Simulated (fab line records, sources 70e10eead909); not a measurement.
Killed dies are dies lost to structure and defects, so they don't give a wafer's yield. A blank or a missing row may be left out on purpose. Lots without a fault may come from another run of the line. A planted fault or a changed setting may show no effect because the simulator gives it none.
fab line records | flow nand_harc
record lots=24 wafers=72 last_day=25
route steps=1159 shown P_ZERO_WELL@46 P_GATE@185 P_CONTACT@219
lots that met no fault: from a run of the same line without faults
start_h: hours from the record's first day to the start of the lot's first wafer shown | wait_h: hours since the lot's step before | " the same as in the row above | L1.1+2: a row that stands for several wafers | - no value, or no start given | * or withheld: withheld | < > ~ a bound
route shown NAME@n: a module of which the file shows steps, and the number in the route of the first | usual: mean/standard deviation of fault-free wafers | same: alike in all rows | chamber/n: place in a boat | sites: the reading at each site | _std_site: their standard deviation | _edge_site: outer sites' mean less inner sites' | radius_mm: how far each site lies from the wafer's centre | mask NAME#n: copy n | behind: the tool/chamber that last shaped the wafer | hold: why the lot was held/for how many hours/how that ended | device: the transistor (n, p or np) that didn't switch | end of line: the same wafers' tests at the end of the route | a step without rows: its recipe alone | killed: dies lost to structure and defects at the first sort, not the wafer's yield | map: a wafer's dies, x killed, . not, _ none there
set.NAME: the setting as run; set.NAME@STEP: as run at that earlier step | model.NAME: the simulator's own value behind a step, which no gauge read
steps of the route over a sample of lots; a table a step, a row a wafer
services: from which hour (start_h, from the record's first day; less than 0 if before it) a tool's chamber was out of use, for how many hours, and why
## steps
# step NHARC_P_ZERO_WELL_DESCUM_39
# recipe time_s=3 o2_flow_sccm=200 ar_flow_sccm=0 bias_power_w=0 chemistry=O2
# usual drypump_motor_current_A=5.8/0.51 oes_product_au=1.003/0.0098 rf_vpp_V=57.8/1.1 showerhead_plenum_p_Torr=1.94/0.11 throttle_valve_pct=11.311/0.0087
# same time_s=3
# columns lot.wafer tool chamber start_h wait_h drypump_motor_current_A oes_product_au rf_hours_counter_h rf_vpp_V showerhead_plenum_p_Torr throttle_valve_pct
L074.1 rie_diel-08 2 16.37 - 5.4 1.003 4 57.3 1.85 11.312
L074.2 " 3 " " 5.7 0.990 3 59.3 1.92 11.307
L074.6 " 2 " " 5.4 1.015 - 56.7 1.85 11.305
L075.6 rie_diel-12 2 22.62 - 5.8 0.994 - 58.0 2.07 11.308
L075.5 " 0 " " 6.5 1.008 - 59.0 2.07 11.296
L075.4 " 1 " " 6.2 0.995 - 57.0 2.05 11.322
L076.2 rie_diel-01 1 28.18 - 4.8 1.006 4 58.5 2.04 11.309
L076.1 " 2 " " 6.0 1.017 5 56.5 1.83 11.305
L076.5 " 0 " " 6.0 0.995 - 58.4 1.80 11.299
L077.1 rie_diel-01 2 34.17 - 6.0 1.014 6 58.4 1.83 11.307
L077.6 " 1 " " 4.8 1.011 - 58.6 2.04 11.299
L077.5 " 2 " " 6.0 1.025 - 58.0 1.83 11.314
L078.3 rie_diel-12 1 40.27 - 6.3 1.007 1 58.3 2.05 11.313
L078.4 " 3 " " 5.0 0.992 0 59.7 1.83 11.314
L078.2 " 0 " " 6.5 1.007 1 57.8 2.07 11.314
L079.1 rie_diel-01 2 49.32 - 6.0 1.021 7 56.4 1.83 11.311
L079.4 " 3 " " 5.8 1.020 6 58.4 1.87 11.313
L079.3 " 1 " " 4.8 1.011 7 57.9 2.04 11.288
L080.3 rie_diel-12 3 52.46 - 5.0 0.996 1 57.2 1.83 11.325
L080.5 " 1 " " 6.3 1.014 - 60.5 2.05 11.311
L080.6 " 2 " " 5.8 1.000 - 60.1 2.07 11.311
L081.2 rie_diel-12 3 58.20 - 5.0 0.988 1 57.3 1.83 11.306
L081.4 " 2 " " 5.8 0.997 - 59.1 2.07 11.305
L081.5 " 3 " " 5.0 0.985 - 57.5 1.83 11.315
L082.1 rie_diel-12 2 64.32 - 5.8 1.007 1 59.0 2.07 11.304
L082.3 " 3 " " 5.0 0.996 1 56.6 1.83 11.315
L082.2 " 1 " " 6.3 1.008 1 57.6 2.05 11.306
L083.4 rie_diel-12 2 70.30 - 5.8 0.999 2 59.0 2.07 11.312
L083.1 " 0 " " 6.5 1.004 1 58.6 2.07 11.319
L083.6 " 1 " " 6.3 1.008 - 58.1 2.05 11.307
L084.4 rie_diel-01 1 76.41 - 4.8 1.011 8 57.5 2.04 11.316
L084.2 " 0 " " 6.1 1.011 8 57.2 1.80 11.315
L084.6 " 2 " " 6.0 0.997 - 57.5 1.83 11.297
L085.1 rie_diel-01 3 82.23 - 5.8 1.017 7 58.1 1.87 11.308
L085.4 " 0 " " 6.0 1.009 8 56.4 1.80 11.320
L085.2 " 2 " " 6.0 1.024 8 57.3 1.83 11.318
L086.4 rie_diel-12 1 88.07 - 6.3 1.000 4 58.0 2.05 11.286
L086.1 " 2 " " 5.9 1.001 4 57.7 2.07 11.295
L086.5 " 3 " " 5.0 0.988 - 56.4 1.83 11.311
L087.4 rie_diel-08 0 94.42 - 6.3 1.011 9 55.8 1.90 11.325
L087.1 " 1 " " 5.9 0.993 10 57.6 1.79 11.314
L087.2 " 2 " " 5.3 0.999 9 57.3 1.85 11.294
L088.4 rie_diel-12 0 100.27 - 6.5 0.996 4 57.0 2.07 11.314
L088.5 " 3 " " 5.0 0.982 - 57.1 1.83 11.315
L088.6 " 0 " " 6.5 0.995 - 57.9 2.07 11.325
L089.2 rie_diel-01 1 106.33 - 4.8 1.013 10 58.9 2.04 11.316
L089.1 " 2 " " 6.0 1.011 10 58.5 1.83 11.325
L089.5 " 3 " " 5.8 1.004 - 57.8 1.87 11.308
L090.1 rie_diel-01 2 112.37 - 6.0 1.013 11 58.0 1.83 11.320
L090.2 " 3 " " 5.8 0.994 10 58.4 1.87 11.312
L090.4 " 0 " " 6.0 1.003 11 57.4 1.80 11.319
L091.3 rie_diel-08 0 118.30 - 6.3 1.007 10 57.6 1.90 11.319
L091.2 " 3 " " 5.6 1.010 9 56.4 1.92 11.315
L091.6 " 1 " " 6.0 0.997 - 57.3 1.79 11.309
L092.1 rie_diel-12 0 124.29 - 6.5 0.991 7 58.4 2.06 11.308
L092.4 " 2 " " 5.8 1.011 7 57.3 2.07 11.305
L092.3 " 3 " " 5.0 0.997 6 57.5 1.83 11.305
L093.3 rie_diel-12 2 130.26 - 5.8 0.996 7 59.0 2.07 11.307
L093.5 " 2 " " 5.8 1.006 - 56.5 2.07 11.302
L093.6 " 3 " " 5.0 0.988 - 58.0 1.83 11.318
L094.2 rie_diel-12 2 136.45 - 5.8 1.006 7 60.5 2.07 11.314
L094.1 " 3 " " 5.0 1.000 6 59.0 1.83 11.308
L094.6 " 0 " " 6.5 1.001 - 58.3 2.07 11.309
L095.3 rie_diel-08 2 142.44 - 5.4 0.991 1 56.7 1.85 11.304
L095.5 " 2 " " 5.3 1.003 - 56.9 1.85 11.310
L095.6 " 3 " " 5.7 0.991 - 59.1 1.92 11.335
L096.2 rie_diel-12 0 148.32 - 6.5 0.991 8 57.8 2.06 11.316
L096.4 " 2 " " 5.8 0.997 7 59.3 2.07 11.305
L096.1 " 3 " " 5.0 0.995 7 56.5 1.83 11.307
L097.2 rie_diel-08 1 154.37 - 6.0 1.014 1 59.1 1.79 11.302
L097.4 " 2 " " 5.3 1.016 1 57.8 1.85 11.314
L097.1 " 0 " " 6.3 1.007 1 57.8 1.90 11.311
# step NHARC_P_GATE_CD_MEAS_59
# recipe target_cd_nm=720 landing_energy_ev=500
# usual cd_nm=720.3/1.4
# columns lot.wafer tool chamber start_h wait_h cd_nm
L074.1 cd_sem-03 0 104.42 - 720.4
L074.2 " 0 " " 719.0
L074.6 " 0 " " 721.5
L076.1 cd_sem-01 0 111.99 - 719.8
L076.2 " 0 " " 719.3
L076.5 " 0 " " 719.8
L075.4 cd_sem-03 0 112.16 - 718.1
L075.5 " 0 " " 718.7
L075.6 " 0 " " 717.3
L077.1 cd_sem-03 0 132.53 - 720.8
L077.5 " 0 " " 720.2
L077.6 " 0 " " 718.4
L078.2 cd_sem-03 0 133.16 - 721.0
L078.3 " 0 " " 718.9
L078.4 " 0 " " 720.9
L079.1 cd_sem-03 0 138.75 - 721.0
L079.3 " 0 " " 721.3
L079.4 " 0 " " 720.4
L080.3 cd_sem-01 0 139.52 - 719.1
L080.5 " 0 " " 719.5
L080.6 " 0 " " 719.3
L081.2 cd_sem-01 0 146.20 - 719.5
L081.4 " 0 " " 720.0
L081.5 " 0 " " 721.3
L082.1 cd_sem-02 0 151.29 - 720.1
L082.2 " 0 " " 721.8
L082.3 " 0 " " 723.3
L084.2 cd_sem-01 0 157.89 - 718.1
L084.4 " 0 " " 719.5
L084.6 " 0 " " 719.0
L083.1 cd_sem-02 0 158.40 - 721.3
L083.4 " 0 " " 722.4
L083.6 " 0 " " 720.5
L088.4 cd_sem-02 0 186.20 - 720.7
L088.5 " 0 " " 720.4
L088.6 " 0 " " 721.6
L085.1 cd_sem-02 0 186.88 - 718.6
L085.2 " 0 " " 717.6
L085.4 " 0 " " 719.0
L086.1 cd_sem-02 0 188.31 - 721.2
L086.4 " 0 " " 719.5
L086.5 " 0 " " 720.1
L087.1 cd_sem-03 0 192.83 - 720.5
L087.2 " 0 " " 721.9
L087.4 " 0 " " 723.3
L089.1 cd_sem-03 0 195.98 - 719.4
L089.2 " 0 " " 719.3
L089.5 " 0 " " 722.1
L090.1 cd_sem-03 0 200.38 - 721.2
L090.2 " 0 " " 721.7
L090.4 " 0 " " 722.0
L091.2 cd_sem-01 0 200.56 - 720.4
L091.3 " 0 " " 718.0
L091.6 " 0 " " 719.7
L092.1 cd_sem-02 0 211.46 - 721.9
L092.3 " 0 " " 722.4
L092.4 " 0 " " 721.7
L093.3 cd_sem-03 0 218.83 - 719.3
L093.5 " 0 " " 718.7
L093.6 " 0 " " 718.7
L095.3 cd_sem-02 0 223.16 - 721.4
L095.5 " 0 " " 719.9
L095.6 " 0 " " 720.5
L094.1 cd_sem-01 0 223.38 - 719.4
L094.2 " 0 " " 718.2
L094.6 " 0 " " 719.6
L096.1 cd_sem-01 0 237.11 - 719.1
L096.2 " 0 " " 720.4
L096.4 " 0 " " 720.9
L097.1 cd_sem-01 0 246.82 - 718.4
L097.2 " 0 " " 718.6
L097.4 " 0 " " 719.5
# step NHARC_P_GATE_STRIP_95
# recipe power_w=1500 temp_c=250 chemistry=O2
# usual drypump_motor_current_A=5.6/0.36 heater_power_w=311/21
# columns lot.wafer tool chamber start_h wait_h drypump_motor_current_A heater_power_w rf_hours_counter_h
L074.1 plasma_asher-02 1 107.42 0.6 6.2 327 32
L074.2 " 0 " " 5.1 284 32
L074.6 " 0 " " 5.1 294 -
L076.1 plasma_asher-02 1 115.00 0.6 6.2 332 35
L076.2 " 0 " " 5.1 295 35
L076.5 " 1 " " 6.2 334 -
L075.4 plasma_asher-01 0 115.21 0.3 5.7 296 -
L075.6 " 1 " " 5.4 343 -
L075.5 " 0 " " 5.7 299 -
L077.1 plasma_asher-02 0 135.54 0.6 5.2 291 39
L077.6 " 0 " " 5.1 294 -
L077.5 " 1 " " 6.2 325 -
L078.2 plasma_asher-01 1 136.42 0.5 5.4 336 7
L078.4 " 0 " " 5.7 298 -
L078.3 " 1 " " 5.5 330 -
L079.1 plasma_asher-02 0 141.84 0.6 5.1 295 42
L079.3 " 0 " " 5.1 288 -
L079.4 " 1 " " 6.2 326 -
L080.3 plasma_asher-01 0 142.80 0.3 5.7 300 -
L080.6 " 1 " " 5.5 339 -
L080.5 " 0 " " 5.7 292 -
L081.2 plasma_asher-02 1 149.18 0.5 6.2 329 45
L081.4 " 0 " " 5.1 293 -
L081.5 " 1 " " 6.2 325 -
L082.1 plasma_asher-01 0 154.28 0.6 5.7 300 14
L082.2 " 1 " " 5.5 338 14
L082.3 " 0 " " 5.7 295 -
L084.2 plasma_asher-01 1 160.86 0.6 5.5 337 17
L084.4 " 1 " " 5.5 335 -
L084.6 " 1 " " 5.5 338 -
L083.1 plasma_asher-02 1 161.36 0.6 6.2 318 50
L083.4 " 1 " " 6.2 327 -
L083.6 " 0 " " 5.1 285 -
L088.4 plasma_asher-01 1 189.20 0.4 5.4 338 -
L088.5 " 1 " " 5.4 345 -
L088.6 " 0 " " 5.7 290 -
L085.2 plasma_asher-01 0 190.29 0.6 5.7 291 28
L085.1 " 1 " " 5.4 333 28
L085.4 " 1 " " 5.4 328 -
L086.1 plasma_asher-01 0 191.67 0.6 5.7 297 30
L086.4 " 1 " " 5.4 340 -
L086.5 " 0 " " 5.7 292 -
L087.2 plasma_asher-01 1 195.66 0.6 5.5 340 32
L087.1 " 0 " " 5.7 287 32
L087.4 " 1 " " 5.5 335 -
L089.1 plasma_asher-02 0 198.96 0.6 5.1 288 2
L089.2 " 1 " " 6.2 324 2
L089.5 " 0 " " 5.1 287 -
L090.1 plasma_asher-02 1 203.35 0.6 6.2 313 4
L090.2 " 0 " " 5.1 281 4
L090.4 " 0 " " 5.1 284 -
L091.2 plasma_asher-01 1 203.53 0.6 5.4 340 34
L091.3 " 0 " " 5.7 291 -
L091.6 " 1 " " 5.4 336 -
L092.1 plasma_asher-01 0 214.48 0.5 5.7 291 37
L092.4 " 1 " " 5.4 349 -
L092.3 " 0 " " 5.7 293 -
L093.3 plasma_asher-01 0 222.08 0.3 5.7 292 -
L093.6 " 1 " " 5.4 331 -
L093.5 " 0 " " 5.7 289 -
L095.3 plasma_asher-01 0 226.25 0.3 5.7 296 -
L095.5 " 1 " " 5.5 330 -
L095.6 " 0 " " 5.7 294 -
L094.1 plasma_asher-02 1 226.37 0.6 6.2 312 11
L094.2 " 0 " " 5.1 288 11
L094.6 " 1 " " 6.2 309 -
L096.1 plasma_asher-02 1 240.30 0.6 6.2 312 15
L096.2 " 0 " " 5.1 287 15
L096.4 " 1 " " 6.2 315 -
L097.2 plasma_asher-01 1 249.88 0.6 5.5 335 50
L097.1 " 0 " " 5.7 289 50
L097.4 " 0 " " 5.7 293 -
# step NHARC_P_CONTACT_CMP_01
# recipe target_thk_nm=200 material=SiO2
# usual motor_current_A=11.8/1
# columns lot.wafer tool chamber start_h wait_h motor_current_A
L074.1 cmp-04 2 110.09 - 12.3
L074.2 " 3 " " 11.8
L074.6 " 1 " " 11.1
L076.1 cmp-02 1 117.59 - 13.7
L076.2 " 0 " " 9.9
L076.5 " 1 " " 13.8
L075.4 cmp-04 1 117.83 - 11.6
L075.6 " 1 " " 10.8
L075.5 " 2 " " 12.1
L077.1 cmp-02 0 138.22 - 9.7
L077.5 " 1 " " 12.8
L077.6 " 2 " " 11.6
L078.4 cmp-01 2 139.16 - 10.3
L078.2 " 0 " " 12.0
L078.3 " 1 " " 14.1
L079.4 cmp-04 2 144.49 - 11.6
L079.3 " 3 " " 11.8
L079.1 " 0 " " 11.2
L080.3 cmp-01 1 145.44 - 13.6
L080.6 " 1 " " 13.6
L080.5 " 2 " " 10.9
L081.2 cmp-04 2 151.91 - 11.9
L081.4 " 1 " " 11.0
L081.5 " 3 " " 12.2
L082.3 cmp-04 0 157.27 - 11.5
L082.2 " 2 " " 11.7
L082.1 " 3 " " 12.2
L084.4 cmp-02 0 163.69 - 10.7
L084.2 " 2 " " 11.5
L084.6 " 0 " " 10.0
L083.1 cmp-01 0 164.17 - 12.2
L083.4 " 1 " " 14.3
L083.6 " 3 " " 12.0
L088.4 cmp-02 1 191.84 - 12.6
L088.6 " 3 " " 12.2
L088.5 " 0 " " 10.1
L085.4 cmp-02 3 192.89 - 12.8
L085.2 " 1 " " 13.2
L085.1 " 2 " " 11.9
L086.4 cmp-04 0 194.68 - 11.3
L086.1 " 2 " " 11.0
L086.5 " 1 " " 11.8
L087.4 cmp-01 2 198.31 - 11.0
L087.2 " 0 " " 11.4
L087.1 " 1 " " 13.8
L089.1 cmp-02 3 201.56 - 12.2
L089.2 " 1 " " 13.2
L089.5 " 3 " " 13.0
L090.1 cmp-02 0 205.95 - 10.0
L090.2 " 2 " " 11.4
L090.4 " 3 " " 12.3
L091.3 cmp-02 2 206.16 - 11.5
L091.2 " 0 " " 10.0
L091.6 " 1 " " 13.2
L092.1 cmp-04 3 217.08 - 11.7
L092.4 " 1 " " 11.3
L092.3 " 2 " " 11.1
L093.3 cmp-04 3 225.10 - 12.4
L093.6 " 0 " " 11.3
L093.5 " 1 " " 11.5
L095.3 cmp-04 2 229.16 - 12.4
L095.5 " 2 " " 11.8
L095.6 " 3 " " 12.1
L094.1 cmp-01 3 229.63 0.6 12.5
L094.2 " 0 " " 11.5
L094.6 " 1 " " 13.7
L096.4 cmp-01 2 243.56 - 10.4
L096.1 " 3 " " 12.7
L096.2 " 1 " " 14.2
L097.4 cmp-01 0 252.64 - 11.7
L097.2 " 2 " " 10.1
L097.1 " 3 " " 12.2
# step NHARC_P_CONTACT_CD_MEAS_12
# recipe target_cd_nm=90 landing_energy_ev=500
# usual cd_nm=90.2/0.48
# columns lot.wafer tool chamber start_h wait_h cd_nm
L074.1 cd_sem-03 0 110.92 - 89.5
L074.2 " 0 " " 90.5
L074.6 " 0 " " 90.0
L076.1 cd_sem-03 0 118.42 - 89.6
L076.2 " 0 " " 91.1
L076.5 " 0 " " 89.7
L075.4 cd_sem-01 0 118.66 - 90.1
L075.5 " 0 " " 90.1
L075.6 " 0 " " 90.4
L077.1 cd_sem-01 0 138.85 - 89.9
L077.5 " 0 " " 88.9
L077.6 " 0 " " 91.0
L078.2 cd_sem-03 0 139.99 - 89.7
L078.3 " 0 " " 89.5
L078.4 " 0 " " 89.5
L079.1 cd_sem-01 0 145.33 - 90.8
L079.3 " 0 " " 90.5
L079.4 " 0 " " 90.3
L080.3 cd_sem-02 0 146.17 - 90.0
L080.5 " 0 " " 90.3
L080.6 " 0 " " 90.4
L081.2 cd_sem-02 0 152.74 - 89.9
L081.4 " 0 " " 90.1
L081.5 " 0 " " 90.7
L082.1 cd_sem-03 0 158.10 - 89.9
L082.2 " 0 " " 90.6
L082.3 " 0 " " 90.4
L084.2 cd_sem-03 0 164.49 - 90.0
L084.4 " 0 " " 90.5
L084.6 " 0 " " 90.4
L083.1 cd_sem-01 0 164.97 - 90.0
L083.4 " 0 " " 90.5
L083.6 " 0 " " 89.8
L088.4 cd_sem-02 0 192.63 - 90.8
L088.5 " 0 " " 90.7
L088.6 " 0 " " 89.7
L085.1 cd_sem-02 0 193.72 - 90.4
L085.2 " 0 " " 90.6
L085.4 " 0 " " 90.8
L086.1 cd_sem-03 0 195.39 - 89.9
L086.4 " 0 " " 89.8
L086.5 " 0 " " 89.9
L087.1 cd_sem-01 0 199.14 - 89.9
L087.2 " 0 " " 90.8
L087.4 " 0 " " 90.0
L089.1 cd_sem-03 0 202.38 - 90.9
L089.2 " 0 " " 90.3
L089.5 " 0 " " 90.9
L090.1 cd_sem-01 0 206.65 - 90.6
L090.2 " 0 " " 90.0
L090.4 " 0 " " 89.7
L091.2 cd_sem-01 0 206.96 - 90.4
L091.3 " 0 " " 90.7
L091.6 " 0 " " 90.7
L092.1 cd_sem-01 0 217.92 - 90.3
L092.3 " 0 " " 89.2
L092.4 " 0 " " 90.4
L093.3 cd_sem-02 0 225.73 - 90.2
L093.5 " 0 " " 89.7
L093.6 " 0 " " 90.3
L095.3 cd_sem-01 0 230.00 - 90.0
L095.5 " 0 " " 89.0
L095.6 " 0 " " 90.4
L094.1 cd_sem-01 0 230.42 - 90.1
L094.2 " 0 " " 89.7
L094.6 " 0 " " 89.7
L096.1 cd_sem-03 0 244.39 - 91.2
L096.2 " 0 " " 90.3
L096.4 " 0 " " 89.8
L097.1 cd_sem-01 0 253.47 - 90.8
L097.2 " 0 " " 90.9
L097.4 " 0 " " 91.1
# step NHARC_P_CONTACT_CVD_23
# recipe target_thk_a=2000 temp_c=300 pressure_torr=40 wf6_flow_sccm=40 h2_flow_sccm=1600 ar_flow_sccm=1560 time_s=557 material=W
# usual heater_power_outer_w=250/13 heater_power_w=441/25 throttle_valve_pct=7.9/0.37
# same time_s=557
# columns lot.wafer tool chamber start_h wait_h heater_power_outer_w heater_power_w since_wet_clean_h throttle_valve_pct
L074.2 cvd_w-02 1 - - 258 478 87 7.4
L074.1 " 0 " " 248 431 87 8.1
L074.6 " 0 " " 240 408 - 8.1
L076.2 cvd_w-02 0 - - 243 430 92 8.0
L076.1 " 1 " " 256 479 92 7.4
L076.5 " 0 " " 248 426 - 8.3
L075.4 cvd_w-02 0 - - 245 407 - 8.0
L075.5 " 0 " " 247 419 - 8.1
L075.6 " 1 " " 263 491 - 7.3
L077.1 cvd_w-02 1 - - 256 479 113 7.4
L077.5 " 1 " " 254 475 - 7.4
L077.6 " 0 " " 245 420 - 8.4
L078.2 cvd_w-02 0 - - 249 423 114 8.3
L078.4 " 0 " " 247 424 - 8.1
L078.3 " 1 " " 261 465 - 7.3
L079.1 cvd_w-01 0 - - 268 458 20 7.8
L079.4 " 0 " " 265 454 - 7.8
L079.3 " 1 " " 233 420 - 8.3
L080.3 cvd_w-02 0 - - 250 411 - 8.0
L080.5 " 0 " " 245 420 - 7.9
L080.6 " 1 " " 258 484 - 7.3
L081.2 cvd_w-01 1 - - 230 423 30 8.5
L081.4 " 1 " " 232 416 - 8.3
L081.5 " 1 " " 236 415 - 8.3
L082.1 cvd_w-02 1 - - 260 487 133 7.5
L082.2 " 0 " " 246 419 133 8.0
L082.3 " 0 " " 250 408 - 7.9
L084.2 cvd_w-02 0 - - 246 423 138 8.2
L084.4 " 1 " " 259 483 - 7.5
L084.6 " 0 " " 245 420 - 8.0
L083.1 cvd_w-01 1 - - 239 416 40 8.5
L083.4 " 1 " " 230 417 - 8.2
L083.6 " 0 " " 269 453 - 8.0
L088.4 cvd_w-01 1 - - 237 422 - 8.3
L088.5 " 0 " " 272 445 - 7.6
L088.6 " 1 " " 232 414 - 8.3
L085.1 cvd_w-01 0 - - 264 459 69 7.8
L085.2 " 1 " " 235 419 69 8.1
L085.4 " 1 " " 234 425 - 8.0
L086.1 cvd_w-01 1 - - 231 420 79 8.0
L086.4 " 1 " " 233 417 - 8.4
L086.5 " 0 " " 265 458 - 7.5
L087.2 cvd_w-01 1 - - 233 412 84 8.5
L087.1 " 0 " " 258 470 84 8.0
L087.4 " 0 " " 263 463 - 7.8
L089.1 cvd_w-01 0 - - 273 441 86 7.8
L089.2 " 1 " " 236 409 86 8.4
L089.5 " 0 " " 268 458 - 7.8
L090.1 cvd_w-01 1 - - 236 414 87 8.2
L090.2 " 0 " " 265 457 87 7.5
L090.4 " 0 " " 275 458 - 7.8
L091.2 cvd_w-01 1 - - 230 427 87 8.1
L091.3 " 1 " " 237 429 - 8.2
L091.6 " 0 " " 269 454 - 7.8
L092.1 cvd_w-01 0 - - 265 459 96 7.8
L092.4 " 0 " " 271 460 - 7.7
L092.3 " 1 " " 233 414 - 8.2
L093.3 cvd_w-02 1 - - 246 454 - 7.3
L093.5 " 0 " " 252 420 - 7.7
L093.6 " 1 " " 247 456 - 7.0
L095.3 cvd_w-02 0 - - 245 421 - 8.0
L095.5 " 0 " " 248 402 - 8.1
L095.6 " 1 " " 240 444 - 7.3
L094.2 cvd_w-01 1 - - 236 421 106 8.4
L094.1 " 0 " " 263 446 106 8.0
L094.6 " 0 " " 267 449 - 8.0
L096.1 cvd_w-02 1 - - 243 463 36 7.4
L096.2 " 0 " " 240 407 36 8.0
L096.4 " 1 " " 247 446 - 7.3
L097.2 cvd_w-02 0 - - 246 414 50 7.9
L097.1 " 1 " " 243 456 50 7.2
L097.4 " 1 " " 242 454 - 7.3
## services
# columns tool chamber start_h hours kind
cmp-04 - -2.89 1.9 repair
plasma_asher-02 - 6.56 9.0 pm
cmp-04 - 7.00 4.0 pm
cmp-04 - 14.63 2.3 repair
cvd_w-02 - 16.58 13.0 pm
rie_diel-12 3 16.80 9.8 repair
rie_diel-12 - 21.95 0.1 repair
rie_diel-12 - 25.40 9.0 pm
rie_diel-12 1 42.84 1.2 repair
cmp-04 - 43.27 1.8 repair
rie_diel-12 0 48.98 15.5 repair
cvd_w-01 - 60.41 1.5 repair
plasma_asher-01 - 70.75 2.9 repair
plasma_asher-01 - 99.20 9.0 pm
cmp-04 - 105.07 4.0 pm
plasma_asher-02 - 110.23 0.5 repair
cvd_w-01 - 114.33 13.0 pm
rie_diel-12 - 131.49 1.0 repair
rie_diel-12 3 154.76 3.9 repair
plasma_asher-02 - 183.75 9.0 pm
rie_diel-12 1 187.26 6.5 repair
cvd_w-02 - 197.93 13.0 pm
rie_diel-12 - 202.40 9.0 pm
rie_diel-12 3 250.03 4.5 repair
## key
fault none
